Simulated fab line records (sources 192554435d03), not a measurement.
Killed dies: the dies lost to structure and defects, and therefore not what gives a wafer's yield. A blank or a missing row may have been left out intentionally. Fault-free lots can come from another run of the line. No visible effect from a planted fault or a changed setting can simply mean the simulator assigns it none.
8D (eight disciplines) problem report, filled in by code | flow n5_finfet | the parts of the form that need people (team, actions taken, sign-off) are left out

## 1. THE ISSUE
Mean of time_to_endpoint_s at N5_BEOL_M11_CMP_52: 113.7 s over 2 wafers from 1 lot, against 65.8 s (standard deviation 2.8) on wafers with no fault. Measured from the usual mean, that is +17 standard deviations.
The step: polishes, stops on SiCOH lowk, t overpolish 7 s, target thk 140 nm.
First seen on wafer L184.1, day 14 03:45, on cmp-01. The record holds 14 wafers of 5 lots with a number at this step. The rule behind "out" and "out of limits": a value lying over 4 standard deviations away from the usual mean. Any other wafer with a number is counted as sound.

## 2. WHAT IT IS, WHAT IT ISN'T
question                    | is                     | is not
which readings at this step | time_to_endpoint_s     | motor_current_A
which lots                  | L184                   | L171, L176, L190, L193
which wafers of those lots  | all that have a number | -
read on which tools         | cmp-01                 | -
when                        | from day 14 03:45      | up to then (6 sound wafers); but 6 sound wafers of L190, L193 came after

## 3. SUSPECTS, AND WHAT RULES EACH OUT
Counting: a tool at any process step up to the reading remains a suspect when it ran all the lots that are out and ran no sound lot after the first of those.
- pvd_sputter-01 at N5_BEOL_M11_DEGAS_44 (time 60 s): ruled out as a lasting fault. Following L184 (day 14 02:14), the first lot on it that is out, the sound lots L193 were run on it.
- pvd_sputter-01 at N5_BEOL_M11_PRE_CLEAN_45 (time 30 s): ruled out as a lasting fault. Following L184 (day 14 02:16), the first lot on it that is out, the sound lots L193 were run on it.
- ald_metal-04 at N5_BEOL_M11_ALD_74 (deposits TaN, target thk 2 nm, pulse time 2 s, purge time 3 s): kept. It ran the lot that is out, L184 (day 14 02:20), and no sound lot after that.
- pvd_sputter-01 at N5_BEOL_M11_SPUTTER_48 (material Cu, target thk 12 nm, time 2 s): ruled out as a lasting fault. Following L184 (day 14 02:58), the first lot on it that is out, the sound lots L190, L193 were run on it.
- ecd_cu-01 at N5_BEOL_M11_ECD_50 (material Cu, target thk 318 nm): ruled out as a lasting fault. Following L184 (day 14 03:05), the first lot on it that is out, the sound lots L193 were run on it.
- rtp_anneal-01 at N5_BEOL_M11_ANNEAL_51 (time 90 s): kept. It ran the lot that is out, L184 (day 14 03:27), and no sound lot after that; its last sound lot up to then is L176 (day 12 11:40).
- cmp-01 at N5_BEOL_M11_CMP_52 (polishes, stops on SiCOH lowk, t overpolish 7 s, target thk 140 nm): ruled out as a lasting fault. Following L184 (day 14 03:45), the first lot on it that is out, the sound lots L190, L193 were run on it.
Left after counting: ald_metal-04 at N5_BEOL_M11_ALD_74, rtp_anneal-01 at N5_BEOL_M11_ANNEAL_51.

## 4. THE CAUSE (what the simulator had put in)
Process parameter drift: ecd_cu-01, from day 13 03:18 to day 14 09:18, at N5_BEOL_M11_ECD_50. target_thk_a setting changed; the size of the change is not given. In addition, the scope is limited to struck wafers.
Counting ruled it out, wrongly: the rule takes a fault to strike every lot that its tool runs from its start on, and this one did not.

## 5. THE CHAIN OF EFFECTS, in route order
Each row: a reading where the mean over the struck wafers with a number is more than 3 standard deviations away from the usual. Readings are gone through only where the record gives a usual standard deviation; hours: the median, over the lots, of the time from a lot's start at the first step in this table giving one to that lot's start at this step; sigmas: the change measured in usual standard deviations.
hours | step               | reading            | usual  | on struck wafers | change | sigmas
0     | N5_BEOL_M11_CMP_52 | time_to_endpoint_s | 65.8 s | 113.7            | +47.9  | +17
Its process steps:
- N5_BEOL_M11_CMP_52: polishes, stops on SiCOH lowk, t overpolish 7 s, target thk 140 nm.
At these later measuring or inspecting steps, every struck wafer for which the step has a row has a number for every such reading, and none has moved that far: N5_BEOL_M11_THK_MEAS_53.

## 6. HOW IT WOULD HAVE BEEN CAUGHT EARLIER
The fault began at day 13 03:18; the first out-of-limits reading in this record came at day 14 03:45, 24 hours later.
